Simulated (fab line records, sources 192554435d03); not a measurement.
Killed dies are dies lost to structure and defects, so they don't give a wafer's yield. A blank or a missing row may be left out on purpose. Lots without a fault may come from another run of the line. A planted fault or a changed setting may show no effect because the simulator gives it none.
fab line records | flow n5_finfet
record lots=6 wafers=18 last_day=17
route steps=1938 shown PMOS_HMC_CHANNEL_EPI@84 FIN_SAQP@90 STI_FIN_REVEAL@196 BEOL_M4@1111
lots that met no fault: from a run of the same line without faults
start_h: hours from the record's first day to the start of the lot's first wafer shown | wait_h: hours since the lot's step before | " the same as in the row above | L1.1+2: a row that stands for several wafers | - no value, or no start given | * or withheld: withheld | < > ~ a bound
route shown NAME@n: a module of which the file shows steps, and the number in the route of the first | usual: mean/standard deviation of fault-free wafers | same: alike in all rows | chamber/n: place in a boat | sites: the reading at each site | _std_site: their standard deviation | _edge_site: outer sites' mean less inner sites' | radius_mm: how far each site lies from the wafer's centre | mask NAME#n: copy n | behind: the tool/chamber that last shaped the wafer | hold: why the lot was held/for how many hours/how that ended | device: the transistor (n, p or np) that didn't switch | end of line: the same wafers' tests at the end of the route | a step without rows: its recipe alone | killed: dies lost to structure and defects at the first sort, not the wafer's yield | map: a wafer's dies, x killed, . not, _ none there
set.NAME: the setting as run; set.NAME@STEP: as run at that earlier step | model.NAME: the simulator's own value behind a step, which no gauge read
lots at some steps of the route; a table a step, a row a wafer
services: from which hour (start_h, from the record's first day; less than 0 if before it) a tool's chamber was out of use, for how many hours, and why
## steps
# step N5_PMOS_HMC_CHANNEL_EPI_PRECLEAN_37
# recipe chemistry=O3/DIW time_s=45 temp_c=22 o3_ppm=10
# step N5_PMOS_HMC_CHANNEL_EPI_PRECLEAN_24
# recipe chemistry=DHF time_s=30 temp_c=25 dilution=withheld
# step N5_PMOS_HMC_CHANNEL_EPI_SRD_25
# recipe dry=ipa_marangoni do_ppb=5 time_s=30 temp_c=23 rinse_liquid=diw
# step N5_PMOS_HMC_CHANNEL_EPI_EPI_26
# recipe material=Si target_thk_a=38 temp_c=650 precursor=SiH4/H2 pressure_torr=20 time_s=22.7
# usual throttle_valve_pct=11.57/0.2
# same time_s=22.7
# columns lot.wafer tool chamber start_h wait_h throttle_valve_pct
L467.1 epi_rpcvd-01 0 56.59 0.0 11.60
L467.3 " 0 " " 11.79
L467.5 " 0 " " 11.79
L469.2 epi_rpcvd-01 0 67.92 0.1 11.75
L469.3 " 0 " " 11.75
L469.6 " 0 " " 11.82
L477.1 epi_rpcvd-02 0 117.62 0.0 11.63
L477.2 " 0 " " 11.57
L477.5 " 0 " " 11.65
L479.1 epi_rpcvd-01 0 129.57 0.0 11.80
L479.5 " 0 " " 11.81
L479.6 " 0 " " 11.87
L481.2 epi_rpcvd-02 0 140.25 0.1 11.46
L481.4 " 0 " " 11.38
L481.6 " 0 " " 11.68
L483.1 epi_rpcvd-04 0 152.60 0.0 11.70
L483.2 " 0 " " 11.40
L483.4 " 0 " " 11.59
# step N5_PMOS_HMC_CHANNEL_EPI_INSPECT_30
# recipe inspect_instrument=darkfield mode=post_epi
# usual raw_defect_count=18/5.7
# columns lot.wafer tool chamber start_h wait_h raw_defect_count
L467.1 defect_inspect-02 - 57.06 0.0 13
L467.3 " - " " 16
L467.5 " - " " 23
L469.2 defect_inspect-02 - 68.33 0.0 23
L469.3 " - " " 19
L469.6 " - " " 14
L477.1 defect_inspect-02 - 118.09 0.0 20
L477.2 " - " " 17
L477.5 " - " " 17
L479.1 defect_inspect-01 - 130.04 0.0 9
L479.5 " - " " 19
L479.6 " - " " 16
L481.2 defect_inspect-02 - 140.66 0.0 17
L481.4 " - " " 16
L481.6 " - " " 14
L483.1 defect_inspect-01 - 153.07 0.0 22
L483.2 " - " " 28
L483.4 " - " " 33
# step N5_FIN_SAQP_PRECLEAN_42
# recipe chemistry=O3/DIW time_s=60 temp_c=22 o3_ppm=10
# step N5_FIN_SAQP_PRECLEAN_00
# recipe chemistry=SC1 time_s=60 temp_c=55 mix=1:2:50
# step N5_FIN_SAQP_PRECLEAN_44
# recipe chemistry=SC2 time_s=45 temp_c=35 mix=1:1:50
# step N5_FIN_SAQP_SRD_01
# recipe dry=ipa_marangoni time_s=30 temp_c=23 rinse_liquid=diw
# step N5_FIN_SAQP_ALD_61
# recipe material=SiO2 target_thk_a=40 temp_c=300 ald_precursor_family=BDEAS ald_co_reactant=O2-plasma pulse_time_s=1 purge_time_s=2 co_reactant_purge_time_s=2 ald_cycles=43 pressure_torr=2
# step N5_FIN_SAQP_DENSIFY_62
# recipe temp_c=700 time_s=60 ambient=N2 idle_temp_c=600 ramp_up_c_per_s=150 ramp_down_c_per_s=60 cool_to_c=600
# usual lamp_power_pct=9.84/0.055 lamp_zone_5_pct=9.846/0.012 wafer_temp_C_max=703.3/0.62
# same time_s=60
# columns lot.wafer tool chamber start_h wait_h lamp_power_pct lamp_zone_5_pct wafer_temp_C_max
L467.1 rtp_anneal-02 0 57.40 0.1 9.85 9.856 703.4
L467.3 " 0 " " 9.90 9.829 703.0
L467.5 " 0 " " 9.85 9.849 702.9
L469.2 rtp_anneal-01 0 68.89 0.1 9.82 9.833 704.1
L469.3 " 0 " " 9.85 9.838 704.3
L469.6 " 0 " " 9.77 9.856 704.0
L477.1 rtp_anneal-02 0 118.42 0.1 9.80 9.858 703.9
L477.2 " 0 " " 9.89 9.856 704.4
L477.5 " 0 " " 9.81 9.864 702.6
L479.1 rtp_anneal-01 0 130.43 0.1 9.89 9.844 704.0
L479.5 " 0 " " 9.98 9.862 703.5
L479.6 " 0 " " 9.78 9.847 704.0
L481.2 rtp_anneal-02 0 141.02 0.1 9.86 9.848 703.7
L481.4 " 0 " " 9.79 9.858 703.6
L481.6 " 0 " " 9.92 9.845 702.9
L483.1 rtp_anneal-01 0 153.39 0.1 9.84 9.852 702.8
L483.2 " 0 " " 9.91 9.850 703.4
L483.4 " 0 " " 9.78 9.852 702.0
# step N5_FIN_SAQP_HM_DEP_03
# recipe material=SiNx target_thk_a=380 temp_c=400 precursor=SiH4/NH3/N2 pressure_torr=1.5 rf_w=300 time_s=33.6
# usual heater_power_w=765/91 showerhead_plenum_p_Torr=5.17/0.041 throttle_valve_pct=39.7/2.4
# columns lot.wafer tool chamber start_h wait_h heater_power_w showerhead_plenum_p_Torr throttle_valve_pct model.SiNx_of_FIN_SAQP_HM_DEP_03.thk_nm
L467.1 pecvd-03 1 57.62 0.2 679 5.18 41.1 37.85
L467.3 " 0 " " 697 5.18 40.4 38.47
L467.5 " 1 " " 723 5.19 41.2 38.36
L469.2 pecvd-02 0 69.08 0.2 889 5.19 41.1 37.08
L469.3 " 1 " " 856 5.20 41.3 37.57
L469.6 " 0 " " 878 5.19 41.0 37.91
L477.1 pecvd-03 1 118.63 0.2 730 5.19 41.2 27.97
L477.2 " 0 " " 708 5.19 40.7 38.08
L477.5 " 1 " " 712 5.19 41.4 28.48
L479.1 pecvd-03 2 130.65 0.2 620 5.25 38.0 28.71
L479.5 " 1 " " 718 5.19 41.3 29.37
L479.6 " 2 " " 619 5.24 38.1 37.89
L481.2 pecvd-04 0 141.21 0.2 662 5.12 42.9 37.84
L481.4 " 1 " " 804 5.10 37.3 38.57
L481.6 " 0 " " 652 5.11 42.8 38.42
L483.1 pecvd-02 2 153.61 0.2 708 5.13 34.5 37.02
L483.2 " 0 " " 863 5.20 41.3 37.38
L483.4 " 0 " " 858 5.19 41.5 37.53
# step N5_FIN_SAQP_THK_MEAS_05
# usual thk_nm=37.9/0.51
# columns lot.wafer tool chamber start_h wait_h thk_nm
L467.1 film_metro-02 - 57.70 0.1 37.9
L467.3 " - " " 38.5
L467.5 " - " " 38.4
L469.2 film_metro-02 - 69.17 0.1 37.1
L469.3 " - " " 37.6
L469.6 " - " " 37.8
L477.1 film_metro-01 - 118.72 0.1 28.0
L477.2 " - " " 38.1
L477.5 " - " " 28.4
L479.1 film_metro-01 - 130.74 0.1 28.7
L479.5 " - " " 29.4
L479.6 " - " " 37.9
L481.2 film_metro-02 - 141.30 0.1 37.8
L481.4 " - " " 38.6
L481.6 " - " " 38.4
L483.1 film_metro-01 - 153.69 0.1 37.0
L483.2 " - " " 37.4
L483.4 " - " " 37.5
# step N5_FIN_SAQP_PECVD_47
# recipe material=a-Si target_thk_a=450 temp_c=400 precursor=SiH4/He pressure_torr=3 rf_w=100 time_s=36.3
# usual heater_power_w=817/88 showerhead_plenum_p_Torr=5.68/0.033 throttle_valve_pct=18.0/1
# same time_s=36.3
# columns lot.wafer tool chamber start_h wait_h heater_power_w showerhead_plenum_p_Torr throttle_valve_pct
L467.1 pecvd-04 1 57.74 0.0 886 5.64 16.9
L467.3 " 2 " " 879 5.66 17.2
L467.5 " 2 " " 882 5.68 17.5
L469.2 pecvd-02 0 69.20 0.0 799 5.71 18.7
L469.3 " 1 " " 965 5.71 18.8
L469.6 " 1 " " 971 5.71 18.6
L477.1 pecvd-02 0 118.75 0.0 853 5.69 18.9
L477.2 " 2 " " 718 5.65 15.8
L477.5 " 2 " " 718 5.65 15.7
L479.1 pecvd-04 2 130.77 0.0 926 5.68 17.6
L479.5 " 1 " " 938 5.64 17.2
L479.6 " 2 " " 947 5.68 17.4
L481.2 pecvd-03 1 141.33 0.0 834 5.69 19.0
L481.4 " 1 " " 844 5.69 18.7
L481.6 " 0 " " 790 5.69 18.9
L483.1 pecvd-03 1 153.73 0.0 757 5.71 18.9
L483.2 " 0 " " 756 5.69 18.8
L483.4 " 2 " " 713 5.74 17.5
# step N5_FIN_SAQP_PECVD_48
# recipe material=SiNx target_thk_a=250 temp_c=400 precursor=SiH4/NH3/N2 pressure_torr=1.5 rf_w=300 time_s=22.1
# step N5_FIN_SAQP_PECVD_06
# recipe material=a-Si target_thk_a=600 temp_c=400 precursor=SiH4/He pressure_torr=3 rf_w=100 time_s=48.1
# step N5_FIN_SAQP_THK_MEAS_07
# usual thk_nm=59.9/0.88
# columns lot.wafer tool chamber start_h wait_h thk_nm
L467.1 film_metro-01 - 57.91 0.1 59.2
L467.3 " - " " 58.8
L467.5 " - " " 60.3
L469.2 film_metro-02 - 69.37 0.1 60.1
L469.3 " - " " 59.6
L469.6 " - " " 60.8
L477.1 film_metro-02 - 118.92 0.1 60.1
L477.2 " - " " 60.0
L477.5 " - " " 59.7
L479.1 film_metro-02 - 130.94 0.1 60.1
L479.5 " - " " 60.5
L479.6 " - " " 60.7
L481.2 film_metro-01 - 141.50 0.1 60.7
L481.4 " - " " 60.7
L481.6 " - " " 60.8
L483.1 film_metro-01 - 153.90 0.1 60.3
L483.2 " - " " 59.8
L483.4 " - " " 59.6
# step N5_FIN_SAQP_HM_DEP_72
# recipe material=SiO2 target_thk_a=120 temp_c=400 precursor=SiH4/N2O pressure_torr=0.75 rf_w=275 time_s=7.2
# step N5_FIN_SAQP_COAT_49
# recipe resist=SOC temp_c=250 time_s=60 spin_rpm=1500 resist_thk_nm=100
# step N5_FIN_SAQP_COAT_50
# recipe resist=SiARC temp_c=220 time_s=60 spin_rpm=1500 resist_thk_nm=35
# step N5_FIN_SAQP_COAT_10
# recipe resist=CAR-ArF spin_rpm=1500 resist_thk_nm=90
# step N5_FIN_SAQP_EBR_12
# recipe solvent=PGMEA ebr_width_mm=1.5
# step N5_FIN_SAQP_SOFTBAKE_11
# recipe temp_c=110 time_s=60 resist=CAR-ArF
# step N5_FIN_SAQP_EXPOSE_13
# recipe mask_id=FIN_CORE na=1.35 source_shape=dipole sigma_inner=0.538 sigma_outer=0.738 polarization=te target_cd_nm=35.6 dose_mj=63.25
# step N5_FIN_SAQP_PEB_14
# recipe peb_temp_c=withheld peb_time_s=60 resist=CAR-ArF
# step N5_FIN_SAQP_DEVELOP_15
# recipe develop_time_s=30 developer=TMAH resist=CAR-ArF dev_temp_c=23 rinse_liquid=diw dry=air_spin
# step N5_FIN_SAQP_CD_MEAS_16
# recipe target_cd_nm=35.6 landing_energy_ev=500 detector=se_inlens
# usual cd_nm=35.4/0.41
# columns lot.wafer tool chamber start_h wait_h cd_nm
L467.1 cd_sem-01 0 58.39 - 35.7
L467.3 " 0 " " 35.2
L467.5 " 0 " " 35.7
L469.2 cd_sem-01 0 69.86 - 36.1
L469.3 " 0 " " 35.6
L469.6 " 0 " " 35.5
L477.1 cd_sem-01 0 119.41 - 35.0
L477.2 " 0 " " 35.4
L477.5 " 0 " " 34.7
L479.1 cd_sem-01 0 131.43 - 35.4
L479.5 " 0 " " 35.8
L479.6 " 0 " " 35.4
L481.2 cd_sem-02 0 141.87 - 35.4
L481.4 " 0 " " 34.9
L481.6 " 0 " " 35.2
L483.1 cd_sem-01 0 154.26 - 35.5
L483.2 " 0 " " 36.0
L483.4 " 0 " " 35.4
# step N5_FIN_SAQP_OVL_MEAS_17
# recipe points_per_wafer=44
# usual FIN_CORE_OVL=0.1/0.74
# same points_per_wafer=44
# columns lot.wafer tool chamber start_h wait_h FIN_CORE_OVL[nm]
L467.1 overlay-02 0 58.43 0.0 -2.0
L467.3 " 0 " " -1.6
L467.5 " 0 " " 0.0
L469.2 overlay-02 0 69.90 0.0 -0.8
L469.3 " 0 " " 0.6
L469.6 " 0 " " 0.3
L477.1 overlay-01 0 119.45 0.0 0.3
L477.2 " 0 " " -1.8
L477.5 " 0 " " -1.9
L479.1 overlay-01 0 131.47 0.0 -0.6
L479.5 " 0 " " 0.4
L479.6 " 0 " " 0.3
L481.2 overlay-01 0 141.90 0.0 0.9
L481.4 " 0 " " 0.7
L481.6 " 0 " " -0.4
L483.1 overlay-02 0 154.30 0.0 0.7
L483.2 " 0 " " 0.2
L483.4 " 0 " " -0.9
# step N5_FIN_SAQP_INSPECT_18
# recipe mode=adi inspect_instrument=brightfield
# usual raw_defect_count=420/120
# columns lot.wafer tool chamber start_h wait_h raw_defect_count
L467.1 defect_inspect-01 - 58.46 0.0 283
L467.3 " - " " 452
L467.5 " - " " 416
L469.2 defect_inspect-02 - 69.92 0.0 410
L469.3 " - " " 328
L469.6 " - " " 351
L477.1 defect_inspect-01 - 119.47 0.0 378
L477.2 " - " " 407
L477.5 " - " " 618
L479.1 defect_inspect-01 - 131.49 0.0 491
L479.5 " - " " 274
L479.6 " - " " 419
L481.2 defect_inspect-02 - 141.93 0.0 178
L481.4 " - " " 335
L481.6 " - " " 335
L483.1 defect_inspect-02 - 154.32 0.0 417
L483.2 " - " " 357
L483.4 " - " " 617
# step N5_FIN_SAQP_DESCUM_21
# recipe chemistry=O2 time_s=7.9 source_power_w=50 bias_power_w=20 pressure_mtorr=20 rf_frequency_hz=2.712e+07 temp_c=40 resist=CAR-ArF o2_flow_sccm=225
# usual drypump_motor_current_A=5.8/0.41 oes_product_au=0.80/0.1 rf_vpp_V=243.1/1.3 showerhead_plenum_p_Torr=2.09/0.073 throttle_valve_pct=20.33/0.2
# same time_s=7.9
# columns lot.wafer tool chamber start_h wait_h drypump_motor_current_A oes_product_au rf_hours_counter_h rf_vpp_V showerhead_plenum_p_Torr throttle_valve_pct
L467.1 rie_diel-02 0 58.49 0.0 5.9 0.97 12 245.7 2.13 20.18
L467.3 " 3 " " 6.3 0.74 163 244.3 2.17 20.03
L467.5 " 3 " " 6.3 0.75 - 243.8 2.17 20.04
L469.2 rie_diel-04 0 69.96 0.0 5.5 0.69 247 241.7 1.97 20.34
L469.3 " 1 " " 5.7 0.78 141 244.9 2.20 20.31
L469.6 " 3 " " 5.5 0.90 - 243.4 2.03 20.05
L477.1 rie_diel-02 1 119.61 0.1 5.6 0.70 214 241.9 1.99 20.46
L477.2 " 0 " " 5.9 0.93 29 244.2 2.13 20.20
L477.5 " 0 " " 5.9 0.93 - 245.0 2.13 20.21
L479.1 rie_diel-02 0 131.84 0.4 5.9 0.93 35 243.1 2.12 20.24
L479.5 " 1 " " 5.6 0.70 - 241.7 1.98 20.47
L479.6 " 0 " " 5.9 0.92 - 242.9 2.12 20.22
L481.2 rie_diel-02 0 142.30 0.4 5.9 0.92 39 242.8 2.12 20.22
L481.4 " 1 " " 5.6 0.68 224 241.4 1.98 20.47
L481.6 " 0 " " 5.9 0.92 - 242.9 2.12 20.23
L483.1 rie_diel-03 3 154.51 0.2 6.1 0.86 52 242.5 2.12 20.28
L483.2 " 1 " " 6.2 0.93 7 244.2 2.16 20.44
L483.4 " 1 " " 6.3 0.93 - 243.8 2.16 20.45
# step N5_FIN_SAQP_ETCH_51
# recipe chemistry=CF4 target=SiARC target_depth_a=455 mask_material=CAR-ArF time_s=75.8 ion_energy_ev=80 pressure_mtorr=40 source_w=545 bias_w=36 Ar_flow_sccm=100 cf4_flow_sccm=100 ends=cleared
# step N5_FIN_SAQP_ETCH_52
# recipe chemistry=N2/H2 target=SOC target_depth_a=1000 overetch_a=200 mask_material=SiARC temp_c=40 time_s=150 ion_energy_ev=200 pressure_mtorr=30 source_w=840 bias_w=150 n2_flow_sccm=200 h2_flow_sccm=200 ends=end_point
# step N5_FIN_SAQP_STRIP_53
# recipe chemistry=N2/H2 temp_c=40 n2_flow_sccm=200 h2_flow_sccm=200 rf_frequency_hz=6e+07
# step N5_FIN_SAQP_HM_OPEN_73
# recipe chemistry=CHF3/O2 target=SiO2 stop_on=a-Si target_depth_a=120 over_etch_frac=1.8 mask_material=SOC time_s=16.8 pressure_mtorr=30 source_w=650 bias_w=170 Ar_flow_sccm=200 CHF3_flow_sccm=50 O2_flow_sccm=5 ion_energy_ev=200 ends=end_point
# step N5_FIN_SAQP_STRIP_74
# recipe chemistry=CHF3/O2 resist=SiARC rf_frequency_hz=6e+07
# step N5_FIN_SAQP_MANDREL_ETCH_22
# recipe target_depth_a=600 chemistry=HBr/Cl2 target=a-Si stop_on=SiNx bt_time_s=10 over_etch_frac=0.5 time_s=30 pressure_mtorr=10 icp_w=800 bias_w=75 HBr_flow_sccm=150 Cl2_flow_sccm=80 ends=end_point
# step N5_FIN_SAQP_STRIP_55
# recipe chemistry=N2/H2 power_w=500 temp_c=40 pressure_mtorr=50 rf_frequency_hz=6e+07 overash_fraction=0.3 bias_power_w=28 h2_frac=0.5 n2_flow_sccm=300 h2_flow_sccm=300
# step N5_FIN_SAQP_STRIP_23
# recipe chemistry=SPM time_s=750 temp_c=130 h2so4_h2o2_vol_ratio=4
# step N5_FIN_SAQP_SRD_66
# recipe dry=ipa_marangoni time_s=30 temp_c=23 rinse_liquid=diw
# step N5_FIN_SAQP_RECESS_75
# recipe chemistry=HF/NH3 target=SiO2 target_depth_a=144 afs_cycles=3 temp_c=30 sublimation_temp_c=180 sublimation_time_s=60
# step N5_FIN_SAQP_SPACER1_ALD_24
# recipe material=SiO2 target_thk_a=203 temp_c=300 ald_precursor_family=BDEAS ald_co_reactant=O2-plasma pulse_time_s=1 purge_time_s=2 co_reactant_purge_time_s=2 ald_cycles=218 pressure_torr=2
# usual heater_power_w=474/34 precursor_pulse_height_rel=0.998/0.02
# columns lot.wafer tool chamber start_h wait_h heater_power_w precursor_pulse_height_rel
L467.1 ald_sin-02 2 60.20 0.4 478 0.991
L467.3 " 3 " " 475 0.978
L467.5 " 1 " " 475 1.000
L469.2 ald_sin-01 2 71.87 0.9 464 1.014
L469.3 " 3 " " 526 1.032
L469.6 " 1 " " 409 0.985
L477.1 ald_sin-02 0 120.72 0.3 463 0.994
L477.2 " 2 " " 481 1.001
L477.5 " 0 " " 472 0.978
L479.1 ald_sin-01 3 132.97 0.3 509 1.005
L479.5 " 2 " " 471 0.999
L479.6 " 3 " " 514 1.016
L481.2 ald_sin-04 0 143.39 0.3 459 0.994
L481.4 " 1 " " 476 1.011
L481.6 " 2 " " 553 0.990
L483.1 ald_sin-01 2 155.61 0.3 479 0.999
L483.2 " 0 " " 454 0.991
L483.4 " 0 " " 452 1.010
# step N5_FIN_SAQP_HM_OPEN_33
# recipe chemistry=CH3F/O2 target=SiNx mask_material=SiO2 target_depth_a=494 time_s=70.6 pressure_mtorr=30 source_w=395 bias_w=73 Ar_flow_sccm=150 CH3F_flow_sccm=30 O2_flow_sccm=20 ion_energy_ev=120 ends=cleared
# usual O2_flow_sccm=20.00/0.055 drypump_motor_current_A=5.8/0.43 etch_rf_on_time_s=69.1/1.7 oes_product_au=0.67/0.087 rf_vpp_V=299/7.6 showerhead_plenum_p_Torr=2.00/0.066 throttle_valve_pct=16.33/0.21
# columns lot.wafer tool chamber start_h wait_h O2_flow_sccm drypump_motor_current_A etch_rf_on_time_s oes_product_au rf_hours_counter_h rf_vpp_V showerhead_plenum_p_Torr throttle_valve_pct model.etch.depth_nm
L467.1 rie_diel-03 1 62.92 0.0 19.96 6.3 71.8 0.60 234 295 2.07 16.64 37.22
L467.3 " 3 " " 20.05 6.1 69.5 0.81 10 307 2.04 16.18 37.81
L467.5 " 2 " " 20.06 4.8 69.9 0.61 - 301 1.99 16.63 37.73
L469.2 rie_diel-04 3 75.56 0.2 20.02 5.5 67.1 0.76 27 282 1.95 16.02 36.42
L469.3 " 2 " " 19.95 6.3 68.1 0.62 206 298 2.00 16.55 36.94
L469.6 " 2 " " 20.01 6.3 69.0 0.62 - 297 2.00 16.56 37.28
L477.1 rie_diel-02 0 123.82 0.1 20.04 5.9 49.3 0.79 31 305 2.04 16.13 27.34
L477.2 " 2 " " 20.04 5.9 68.8 0.64 149 287 1.92 16.38 37.42
L477.5 " 1 " " 20.00 5.6 51.6 0.59 - 291 1.89 16.37 27.86
L479.1 rie_diel-02 1 136.90 0.0 19.97 5.6 52.0 0.59 222 292 1.89 16.41 28.04
L479.5 " 3 " " 20.04 6.3 53.9 0.61 - 306 2.08 16.14 28.52
L479.6 " 0 " " 20.00 5.9 67.3 0.78 - 305 2.04 16.14 37.19
L481.2 rie_diel-02 2 146.36 0.1 20.03 5.9 69.1 0.64 159 287 1.92 16.39 37.03
L481.4 " 0 " " 19.99 5.9 68.8 0.78 41 307 2.03 16.14 37.94
L481.6 " 0 " " 19.95 5.9 67.8 0.78 - 306 2.03 16.14 37.66
L483.1 rie_diel-02 2 158.38 0.1 19.99 5.9 67.8 0.64 162 287 1.92 16.39 36.39
L483.2 " 0 " " 20.02 5.9 66.5 0.77 45 306 2.03 16.14 36.76
L483.4 " 3 " " 20.09 6.3 69.2 0.61 192 305 2.07 16.16 36.9
# step N5_STI_FIN_REVEAL_RECESS_09
# recipe chemistry=HF/NH3 target=SiO2 afs_cycles=11 target_depth_a=425 temp_c=30 sublimation_temp_c=180 sublimation_time_s=60
# usual drypump_motor_current_A=5.80/0.19
# columns lot.wafer tool chamber start_h wait_h drypump_motor_current_A model.SiNx_of_FIN_SAQP_HM_DEP_03.thk_nm
L467.1 vapor_etch-01 0 71.59 0.8 5.68 18.2
L467.3 " 1 " " 5.86 18.8
L467.5 " 0 " " 5.68 18.8
L469.2 vapor_etch-02 1 83.42 0.0 6.26 17.8
L469.3 " 0 " " 5.57 17.4
L469.6 " 0 " " 5.59 18
L477.1 vapor_etch-01 0 132.35 0.0 5.66 8.2
L477.2 " 1 " " 5.83 18.2
L477.5 " 1 133.41 1.1 5.83 8.6
L479.1 vapor_etch-02 1 144.95 0.0 6.24 8.6
L479.5 " 0 146.01 1.1 5.62 9.2
L479.6 " 1 " " 6.22 17.8
L481.2 vapor_etch-01 0 155.77 0.0 5.67 17.8
L481.4 " 1 " " 5.87 19.2
L481.6 " 0 " " 5.66 18.4
L483.1 vapor_etch-01 0 166.34 0.0 5.66 17.4
L483.2 " 1 " " 5.79 17.8
L483.4 " 0 " " 5.67 18
# step N5_BEOL_M4_RC_MEAS_101
# usual DIBL_N=36.0/1.7 DIBL_P=35.8/2 IOFF_N=0.15/0.03 IOFF_P=0.20/0.037 ION_N=670/12 ION_P=460/7.2 SS_N=71.5/0.68 SS_P=73.2/0.65 VT_N=250/3.1 VT_P=-251/3.4
# columns lot.wafer tool chamber start_h wait_h DIBL_N[mV/V] DIBL_P[mV/V] IOFF_N[nA/um] IOFF_P[nA/um] ION_N[uA/um] ION_P[uA/um] SS_N[mV/dec] SS_P[mV/dec] VT_N[mV] VT_P[mV]
L467.1 prober-01 0 200.59 0.0 39.2 40.2 0.21 0.26 693 468 72.6 73.9 246 -247
L467.3 " 0 " " 37.4 37.1 0.16 0.20 647 448 71.6 73.2 251 -252
L467.5 " 0 " " 38.4 38.5 0.18 0.24 663 452 72.5 73.3 247 -246
L469.2 prober-01 0 219.90 0.2 40.2 40.8 0.23 0.28 688 470 73.2 74.2 246 -245
L469.3 " 0 " " 35.4 33.6 0.12 0.17 667 458 71.3 73.4 255 -254
L469.6 " 0 " " 37.1 38.4 0.17 0.24 680 463 72.0 73.3 253 -248
L477.1 prober-01 0 265.91 0.0 36.6 36.4 0.16 0.20 670 459 71.8 72.9 252 -252
L477.2 " 0 " " 35.8 35.0 0.15 0.17 677 455 70.8 73.5 250 -254
L477.5 " 0 " " 35.4 34.8 0.15 0.17 667 457 70.9 72.6 251 -254
L479.1 prober-01 0 274.39 0.0 37.4 39.5 0.19 0.21 681 457 71.7 73.3 245 -253
L479.5 " 0 " " 35.4 36.3 0.16 0.17 666 451 71.0 73.2 251 -254
L479.6 " 0 " " 33.5 34.8 0.11 0.15 668 452 70.2 73.1 256 -256
L481.2 prober-02 0 299.25 0.2 34.0 33.3 0.12 0.18 663 460 71.1 73.0 257 -253
L481.4 " 0 " " 37.0 36.0 0.17 0.21 681 465 71.7 72.9 249 -254
L481.6 " 0 " " 35.8 35.1 0.14 0.19 661 457 71.2 72.5 254 -254
L483.1 prober-02 0 305.10 0.0 36.5 36.3 0.16 0.22 680 466 71.0 73.4 249 -250
L483.2 " 0 " " 39.0 38.8 0.23 0.27 699 471 71.5 74.2 242 -246
L483.4 " 0 " " 38.6 38.2 0.20 0.26 688 468 71.6 74.0 245 -246
## services
# columns tool chamber start_h hours kind
rie_diel-02 - 34.89 0.7 repair
ald_sin-04 3 39.80 5.3 repair
vapor_etch-02 - 51.94 28.1 pm
rtp_anneal-01 - 55.40 5.4 pm
ald_sin-04 2 55.56 4.5 repair
pecvd-04 - 56.43 0.3 repair
rie_diel-02 1 56.93 4.6 repair
rie_diel-03 0 57.56 11.0 repair
rie_diel-04 2 58.03 14.0 repair
ald_sin-01 - 67.47 2.4 repair
ald_sin-01 3 76.89 15.8 repair
ald_sin-02 0 83.17 1.5 repair
pecvd-02 1 86.10 4.6 repair
pecvd-02 - 89.90 6.0 pm
rie_diel-02 0 91.45 11.1 repair
rie_diel-02 3 99.64 9.0 repair
epi_rpcvd-02 - 108.25 2.0 repair
rie_diel-02 3 117.67 8.6 repair
pecvd-04 - 119.65 6.0 pm
rie_diel-04 - 122.84 15.6 pm
ald_sin-02 2 123.87 4.4 repair
epi_rpcvd-01 - 141.71 6.0 pm
epi_rpcvd-01 - 160.46 2.8 pm
pecvd-04 - 162.33 0.7 repair
## key
first_sign step=N5_FIN_SAQP_THK_MEAS_05 reading=thk_nm direction=down sigmas=18 usual=* struck=*
effect step=N5_FIN_SAQP_HM_OPEN_33 reading=etch_rf_on_time_s direction=down sigmas=10 usual=* struck=*
model_effect step=N5_FIN_SAQP_HM_DEP_03 value=SiNx_of_FIN_SAQP_HM_DEP_03.thk_nm without=37.72 struck=28.63
model_effect step=N5_FIN_SAQP_HM_OPEN_33 value=etch.depth_nm without=37.03 struck=27.94
model_effect step=N5_STI_FIN_REVEAL_RECESS_09 value=SiNx_of_FIN_SAQP_HM_DEP_03.thk_nm without=17.7 struck=8.65
met_at N5_FIN_SAQP_HM_DEP_03
struck_wafers L477.1,L477.5,L479.1,L479.5
sort_left_out L477.1,L477.5,L479.1,L479.5
onset_between 57.62 118.63
fault kind=process_parameter_drift tool=pecvd-03 chamber=- onset_h=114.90 steps=N5_FIN_SAQP_HM_DEP_03 channel=time_s offset=* shape=step end_h=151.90 scope=struck_wafers_only acts_in=* stated=*
# sort_left_out: the simulated sort isn't trusted on such a fault, so these wafers' sort isn't shown, and their yield isn't known
